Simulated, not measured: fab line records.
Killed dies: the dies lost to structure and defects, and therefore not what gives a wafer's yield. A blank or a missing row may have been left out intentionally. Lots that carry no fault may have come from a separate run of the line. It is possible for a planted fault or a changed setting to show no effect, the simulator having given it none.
fab line records | flow n5_finfet | part 2 of 2: steps 22 to 30 of 30
record: lots: 5 | wafers: 15 | last_day: 15
route steps=1938 shown BEOL_M2@885
lots untouched by any fault: they come from a run of this same line in which no faults occurred
start_h: hours from the record's first day to the start of the lot's first wafer shown | wait_h: how many hours have passed since the lot's step before this one | " the same as in the row above | L1.1+2: one row covering several wafers at once | - no value present, or no start provided | * or withheld: withheld | < > ~ a bound
route shown NAME@n: NAME is a module with steps in the file, n the number in the route of the first one | usual: mean/standard deviation taken from wafers without a fault | same: alike in all rows | chamber/n: place in a boat | sites: readings site by site | _std_site: how widely they spread, as a standard deviation | _edge_site: mean of outer sites minus mean of inner sites | radius_mm: for every site, how far away it sits from the centre of the wafer | mask NAME#n: copy n | behind: the tool/chamber that last shaped the wafer | hold: reason for holding the lot/hours on hold/outcome of the hold | device: transistor that didn't switch, given as n, p or np | end of line: the same wafers' tests at the end of the route | a step with no rows: only its recipe | killed: not the wafer's yield, but the dies lost to structure and defects at the first sort | map: dies across one wafer; x = killed, . = not, _ = none there
set.NAME: the setting that was run; set.NAME@STEP: the one run at that earlier step | model.NAME: the simulator's own value behind a step, which no gauge read
lots at selected steps of the route; one table per step, one row per wafer
services: when a tool's chamber went out of use (start_h, in hours from the record's first day, below 0 if earlier), for how many hours, and the reason
== steps ==
step: N5_BEOL_M2_SPUTTER_79
recipe: material: Cu | target_thk_a: 45 | temp_c: -20 | chamber_pressure_pa: 0.07 | power_w: withheld | time_s: 8.29
usual: chuck_gas_flow_sccm: 1.27/0.053 | throttle_valve_pct: 30.1/0.68
same: time_s: 8.29
lot.wafer | tool           | chamber | start_h | wait_h | chuck_gas_flow_sccm | throttle_valve_pct
L074.2    | pvd_sputter-01 | -       | 136.04  | 0.1    | 1.22                | 30.2
L074.3    | "              | -       | "       | "      | 1.22                | 30.0
L074.5    | "              | -       | "       | "      | 1.26                | 29.7
L076.2    | pvd_sputter-03 | -       | 150.73  | 0.1    | 1.30                | 31.0
L076.4    | "              | -       | "       | "      | 1.18                | 30.6
L076.6    | "              | -       | "       | "      | 1.28                | 30.6
L084.4    | pvd_sputter-03 | -       | 198.93  | 0.1    | 1.28                | 30.7
L084.5    | "              | -       | "       | "      | 1.29                | 30.6
L084.6    | "              | -       | "       | "      | 1.25                | 29.1
L085.1    | pvd_sputter-02 | -       | 211.64  | 0.1    | 1.23                | 31.1
L085.4    | "              | -       | "       | "      | 1.19                | 30.7
L085.5    | "              | -       | "       | "      | 1.24                | 30.7
L088.1    | pvd_sputter-03 | -       | 228.53  | 0.1    | 1.30                | 30.9
L088.2    | "              | -       | "       | "      | 1.27                | 29.3
L088.5    | "              | -       | "       | "      | 1.28                | 30.5
step: N5_BEOL_M2_ANNEAL_80
recipe: temp_c: 400 | time_s: 240 | ambient: vacuum
usual: heater_power_w: 790/74
same: time_s: 240
lot.wafer | tool           | chamber | start_h | wait_h | heater_power_w
L074.2    | pvd_sputter-01 | -       | 136.12  | 0.0    | 860
L074.3    | "              | -       | "       | "      | 681
L074.5    | "              | -       | "       | "      | 695
L076.2    | pvd_sputter-03 | -       | 150.81  | 0.0    | 779
L076.4    | "              | -       | "       | "      | 765
L076.6    | "              | -       | "       | "      | 763
L084.4    | pvd_sputter-03 | -       | 199.01  | 0.0    | 761
L084.5    | "              | -       | "       | "      | 759
L084.6    | "              | -       | "       | "      | 857
L085.1    | pvd_sputter-02 | -       | 211.72  | 0.0    | 718
L085.4    | "              | -       | "       | "      | 758
L085.5    | "              | -       | "       | "      | 778
L088.1    | pvd_sputter-03 | -       | 228.61  | 0.0    | 794
L088.2    | "              | -       | "       | "      | 843
L088.5    | "              | -       | "       | "      | 769
step: N5_BEOL_M2_SPUTTER_81
recipe: material: Cu | target_thk_a: 45 | temp_c: -20 | chamber_pressure_pa: 0.07 | power_w: withheld | time_s: 8.29
usual: chuck_gas_flow_sccm: 1.26/0.043 | throttle_valve_pct: 30.1/0.67
same: time_s: 8.29
lot.wafer | tool           | chamber | start_h | wait_h | chuck_gas_flow_sccm | throttle_valve_pct
L074.2    | pvd_sputter-01 | -       | 136.26  | 0.1    | 1.23                | 30.6
L074.3    | "              | -       | "       | "      | 1.22                | 30.1
L074.5    | "              | -       | "       | "      | 1.23                | 30.2
L076.2    | pvd_sputter-03 | -       | 150.95  | 0.1    | 1.30                | 30.9
L076.4    | "              | -       | "       | "      | 1.24                | 30.6
L076.6    | "              | -       | "       | "      | 1.30                | 30.3
L084.4    | pvd_sputter-03 | -       | 199.15  | 0.1    | 1.28                | 30.4
L084.5    | "              | -       | "       | "      | 1.19                | 30.3
L084.6    | "              | -       | "       | "      | 1.20                | 29.1
L085.1    | pvd_sputter-02 | -       | 211.86  | 0.1    | 1.28                | 31.2
L085.4    | "              | -       | "       | "      | 1.26                | 30.7
L085.5    | "              | -       | "       | "      | 1.23                | 30.6
L088.1    | pvd_sputter-03 | -       | 228.75  | 0.1    | 1.24                | 31.0
L088.2    | "              | -       | "       | "      | 1.30                | 29.2
L088.5    | "              | -       | "       | "      | 1.25                | 30.6
step: N5_BEOL_M2_ANNEAL_82
recipe: temp_c: 400 | time_s: 240 | ambient: vacuum
usual: heater_power_w: 792/73
same: time_s: 240
lot.wafer | tool           | chamber | start_h | wait_h | heater_power_w
L074.2    | pvd_sputter-01 | -       | 136.34  | 0.0    | 864
L074.3    | "              | -       | "       | "      | 665
L074.5    | "              | -       | "       | "      | 720
L076.2    | pvd_sputter-03 | -       | 151.03  | 0.0    | 797
L076.4    | "              | -       | "       | "      | 759
L076.6    | "              | -       | "       | "      | 744
L084.4    | pvd_sputter-03 | -       | 199.23  | 0.0    | 750
L084.5    | "              | -       | "       | "      | 777
L084.6    | "              | -       | "       | "      | 868
L085.1    | pvd_sputter-02 | -       | 211.94  | 0.0    | 721
L085.4    | "              | -       | "       | "      | 805
L085.5    | "              | -       | "       | "      | 784
L088.1    | pvd_sputter-03 | -       | 228.83  | 0.0    | 774
L088.2    | "              | -       | "       | "      | 854
L088.5    | "              | -       | "       | "      | 752
step: N5_BEOL_M2_SPUTTER_86
recipe: material: Cu | target_thk_a: 45 | temp_c: -20 | chamber_pressure_pa: 0.07 | power_w: withheld | time_s: 8.29
usual: chuck_gas_flow_sccm: 1.27/0.06 | throttle_valve_pct: 30.1/0.69
same: time_s: 8.29
lot.wafer | tool           | chamber | start_h | wait_h | chuck_gas_flow_sccm | throttle_valve_pct
L074.2    | pvd_sputter-01 | -       | 136.48  | 0.1    | 1.29                | 30.5
L074.3    | "              | -       | "       | "      | 1.19                | 30.2
L074.5    | "              | -       | "       | "      | 1.30                | 30.1
L076.2    | pvd_sputter-03 | -       | 151.17  | 0.1    | 1.28                | 30.8
L076.4    | "              | -       | "       | "      | 1.28                | 30.4
L076.6    | "              | -       | "       | "      | 1.18                | 30.4
L084.4    | pvd_sputter-03 | -       | 199.37  | 0.1    | 1.13                | 30.3
L084.5    | "              | -       | "       | "      | 1.34                | 30.6
L084.6    | "              | -       | "       | "      | 1.31                | 28.8
L085.1    | pvd_sputter-02 | -       | 212.08  | 0.1    | 1.13                | 31.1
L085.4    | "              | -       | "       | "      | 1.32                | 30.6
L085.5    | "              | -       | "       | "      | 1.22                | 30.7
L088.1    | pvd_sputter-03 | -       | 228.97  | 0.1    | 1.32                | 30.9
L088.2    | "              | -       | "       | "      | 1.35                | 29.2
L088.5    | "              | -       | "       | "      | 1.27                | 30.3
step: N5_BEOL_M2_ANNEAL_87
recipe: temp_c: 400 | time_s: 240 | ambient: vacuum
usual: heater_power_w: 791/73
same: time_s: 240
lot.wafer | tool           | chamber | start_h | wait_h | heater_power_w
L074.2    | pvd_sputter-01 | -       | 136.56  | 0.0    | 880
L074.3    | "              | -       | "       | "      | 662
L074.5    | "              | -       | "       | "      | 695
L076.2    | pvd_sputter-03 | -       | 151.25  | 0.0    | 787
L076.4    | "              | -       | "       | "      | 752
L076.6    | "              | -       | "       | "      | 757
L084.4    | pvd_sputter-03 | -       | 199.45  | 0.0    | 765
L084.5    | "              | -       | "       | "      | 750
L084.6    | "              | -       | "       | "      | 837
L085.1    | pvd_sputter-02 | -       | 212.16  | 0.0    | 726
L085.4    | "              | -       | "       | "      | 771
L085.5    | "              | -       | "       | "      | 770
L088.1    | pvd_sputter-03 | -       | 229.05  | 0.0    | 779
L088.2    | "              | -       | "       | "      | 848
L088.5    | "              | -       | "       | "      | 755
step: N5_BEOL_M2_SPUTTER_88
recipe: material: Cu | target_thk_a: 45 | temp_c: -20 | chamber_pressure_pa: 0.07 | power_w: withheld | time_s: 8.29
usual: chuck_gas_flow_sccm: 1.26/0.059 | throttle_valve_pct: 30.0/0.69
same: time_s: 8.29
lot.wafer | tool           | chamber | start_h | wait_h | chuck_gas_flow_sccm | throttle_valve_pct
L074.2    | pvd_sputter-01 | -       | 136.70  | 0.1    | 1.28                | 30.3
L074.3    | "              | -       | "       | "      | 1.31                | 30.0
L074.5    | "              | -       | "       | "      | 1.35                | 29.9
L076.2    | pvd_sputter-03 | -       | 151.39  | 0.1    | 1.24                | 30.8
L076.4    | "              | -       | "       | "      | 1.12                | 30.3
L076.6    | "              | -       | "       | "      | 1.31                | 30.4
L084.4    | pvd_sputter-03 | -       | 199.59  | 0.1    | 1.35                | 30.3
L084.5    | "              | -       | "       | "      | 1.24                | 30.4
L084.6    | "              | -       | "       | "      | 1.27                | 29.4
L085.1    | pvd_sputter-02 | -       | 212.30  | 0.1    | 1.17                | 31.2
L085.4    | "              | -       | "       | "      | 1.29                | 30.7
L085.5    | "              | -       | "       | "      | 1.21                | 31.0
L088.1    | pvd_sputter-03 | -       | 229.19  | 0.1    | 1.27                | 31.2
L088.2    | "              | -       | "       | "      | 1.33                | 29.4
L088.5    | "              | -       | "       | "      | 1.25                | 30.4
step: N5_BEOL_M2_ANNEAL_89
recipe: temp_c: 400 | time_s: 240 | ambient: vacuum
usual: heater_power_w: 792/75
same: time_s: 240
lot.wafer | tool           | chamber | start_h | wait_h | heater_power_w
L074.2    | pvd_sputter-01 | -       | 136.78  | 0.0    | 854
L074.3    | "              | -       | "       | "      | 658
L074.5    | "              | -       | "       | "      | 683
L076.2    | pvd_sputter-03 | -       | 151.47  | 0.0    | 790
L076.4    | "              | -       | "       | "      | 747
L076.6    | "              | -       | "       | "      | 743
L084.4    | pvd_sputter-03 | -       | 199.67  | 0.0    | 748
L084.5    | "              | -       | "       | "      | 763
L084.6    | "              | -       | "       | "      | 855
L085.1    | pvd_sputter-02 | -       | 212.38  | 0.0    | 725
L085.4    | "              | -       | "       | "      | 775
L085.5    | "              | -       | "       | "      | 793
L088.1    | pvd_sputter-03 | -       | 229.27  | 0.0    | 795
L088.2    | "              | -       | "       | "      | 872
L088.5    | "              | -       | "       | "      | 751
step: N5_BEOL_M2_SPUTTER_90
recipe: material: Cu | target_thk_a: 45 | temp_c: -20 | chamber_pressure_pa: 0.07 | power_w: withheld | time_s: 8.29
usual: chuck_gas_flow_sccm: 1.26/0.053 | throttle_valve_pct: 30.1/0.69
same: time_s: 8.29
lot.wafer | tool           | chamber | start_h | wait_h | chuck_gas_flow_sccm | throttle_valve_pct
L074.2    | pvd_sputter-01 | -       | 136.92  | 0.1    | 1.22                | 30.3
L074.3    | "              | -       | "       | "      | 1.28                | 30.0
L074.5    | "              | -       | "       | "      | 1.31                | 30.2
L076.2    | pvd_sputter-03 | -       | 151.61  | 0.1    | 1.27                | 31.1
L076.4    | "              | -       | "       | "      | 1.19                | 30.4
L076.6    | "              | -       | "       | "      | 1.24                | 30.3
L084.4    | pvd_sputter-03 | -       | 199.81  | 0.1    | 1.31                | 30.4
L084.5    | "              | -       | "       | "      | 1.22                | 30.4
L084.6    | "              | -       | "       | "      | 1.35                | 28.9
L085.1    | pvd_sputter-02 | -       | 212.52  | 0.1    | 1.31                | 31.3
L085.4    | "              | -       | "       | "      | 1.16                | 30.7
L085.5    | "              | -       | "       | "      | 1.20                | 30.8
L088.1    | pvd_sputter-03 | -       | 229.41  | 0.1    | 1.30                | 30.8
L088.2    | "              | -       | "       | "      | 1.27                | 29.1
L088.5    | "              | -       | "       | "      | 1.16                | 30.8
== services ==
tool           | chamber | start_h | hours | kind
ald_metal-02   | -       | 116.98  | 0.9   | repair
rie_diel-01    | 3       | 130.35  | 4.5   | repair
ald_metal-03   | 2       | 131.81  | 1.9   | repair
cvd_co-01      | 1       | 131.89  | -     | clean
cvd_co-01      | 1       | 131.89  | 22.0  | scheduled_down
cvd_co-01      | 1       | 131.89  | 22.0  | vent_cycle
wet_bench-05   | -       | 132.77  | 1.7   | repair
ald_metal-02   | 1       | 140.20  | 31.7  | repair
rie_diel-01    | 2       | 147.45  | -     | clean
rie_diel-01    | 2       | 147.45  | -     | consumable_replace:focus_ring
rie_diel-01    | 2       | 147.45  | 14.8  | scheduled_down
rie_diel-01    | 2       | 147.45  | 14.8  | vent_cycle
rie_diel-02    | 3       | 148.32  | -     | clean
rie_diel-02    | 3       | 148.32  | -     | consumable_replace:focus_ring
rie_diel-02    | 3       | 148.32  | 21.2  | scheduled_down
rie_diel-02    | 3       | 148.32  | 21.2  | vent_cycle
rie_diel-01    | -       | 148.96  | 0.1   | repair
pvd_sputter-02 | -       | 153.89  | 1.6   | repair
rie_diel-02    | 1       | 158.46  | 5.5   | repair
ald_metal-01   | 0       | 164.19  | 25.1  | repair
ald_metal-01   | -       | 212.84  | 6.0   | pm
rie_diel-06    | -       | 215.62  | 15.6  | pm
